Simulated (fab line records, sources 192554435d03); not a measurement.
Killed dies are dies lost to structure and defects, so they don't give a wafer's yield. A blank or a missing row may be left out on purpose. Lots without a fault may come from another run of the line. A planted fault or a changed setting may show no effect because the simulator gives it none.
Split-lot experiment | flow n5_finfet | 7 lots, 21 wafers read, on a route of 1938 steps

THE SPLIT
At N5_BEOL_M5_VIA_ETCH_34 (etches SiCOH lowk in C4F6/O2, target depth 88.3 nm, time 39.2 s), the setting source_w was moved away from the recipe's 345 W on 7 of the 21 wafers read, by -12.8% to +17.8%. The other wafers ran this setting at the recipe's value.

The reading is taken at the split's own step.

THE READING
etch.depth_nm (the simulator's own value, which no gauge read), in nm, at N5_BEOL_M5_VIA_ETCH_34 (etches SiCOH lowk in C4F6/O2, target depth 88.3 nm, time 39.2 s). The file gives no usual value for it. The 14 wafers here that ran the recipe average 88.86 nm, standard deviation 2.3 nm.

wafer  | tool, chamber at the split | source_w as run, W | against the recipe | etch.depth_nm, nm | against lot-mates on the recipe
L078.2 | rie_diel-05, 1             | 300.9              | -12.8%             | 81.59             | -7.23
L078.4 | rie_diel-05, 3             | 300.9              | -12.8%             | 81.83             | -6.99
L078.5 | rie_diel-05, 0             | 345                | recipe             | 88.82             | -
L080.2 | rie_diel-05, 2             | 314.7              | -8.8%              | 86.08             | -3.93
L080.3 | rie_diel-05, 3             | 314.7              | -8.8%              | 84.81             | -5.20
L080.6 | rie_diel-05, 0             | 345                | recipe             | 90.01             | -
L083.2 | rie_diel-05, 3             | 345                | recipe             | 87.01             | -
L083.4 | rie_diel-05, 1             | 328.3              | -4.8%              | 84.12             | -3.75
L083.5 | rie_diel-05, 0             | 345                | recipe             | 88.74             | -
L085.1 | rie_diel-05, 1             | 345                | recipe             | 84.96             | -
L085.4 | rie_diel-05, 0             | 406.3              | +17.8%             | 93.98             | +7.67
L085.6 | rie_diel-05, 2             | 345                | recipe             | 87.66             | -
L086.4 | rie_diel-05, 1             | 345                | recipe             | 85.37             | -
L086.5 | rie_diel-05, 3             | 397.2              | +15.1%             | 91.75             | +4.82
L086.6 | rie_diel-05, 0             | 345                | recipe             | 88.48             | -
L091.3 | rie_diel-01, 3             | 345                | recipe             | 92.31             | -
L091.4 | rie_diel-01, 1             | 345                | recipe             | 90.79             | -
L091.6 | rie_diel-01, 3             | 345                | recipe             | 92.75             | -
L095.1 | rie_diel-04, 0             | 345                | recipe             | 88.72             | -
L095.2 | rie_diel-04, 3             | 345                | recipe             | 91.03             | -
L095.3 | rie_diel-04, 2             | 345                | recipe             | 87.33             | -

THE FIT
A straight line over all 21 wafers: etch.depth_nm changes by +0.373 nm for each +1% of source_w; r = +0.78; the points scatter about the line by 2.2 nm.
The same after taking each lot's own level away (the mean of its wafers on the recipe; 21 wafers): +0.461 nm for each +1%; r = +0.94; scatter 1.2 nm.
On that fit, the largest move of source_w shifts the reading by 8.2 nm.
The lots' own levels span 86.310 to 91.950 nm, that is 2.5 times the standard deviation above.
So the lot-to-lot level blurs the effect unless lot-mates are compared.
Check: with one of the wafers moved furthest among these (+17.8%) left out of the fit, the line predicts +7.93 nm for it against its lot-mates. It came out at +7.67 nm against them.

OTHER SPLITS ON THESE WAFERS
These wafers also went through other splits before the reading. Each is held against what the fit with the lots' levels taken away leaves over:
other split on the same wafers | wafers away from the commonest value | r with etch.depth_nm (lot level and that fit taken away)
N5_BEOL_M4_EXPOSE_08 dose_mj   | 8                                    | +0.06
N5_BEOL_M4_EXPOSE_25 dose_mj   | 9                                    | +0.20
N5_BEOL_M4_ETCH_70 source_w    | 5                                    | +0.01

THE FILE'S OWN FIT
etch.depth_nm changes by +0.443 nm for each +1% of source_w, r = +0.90.
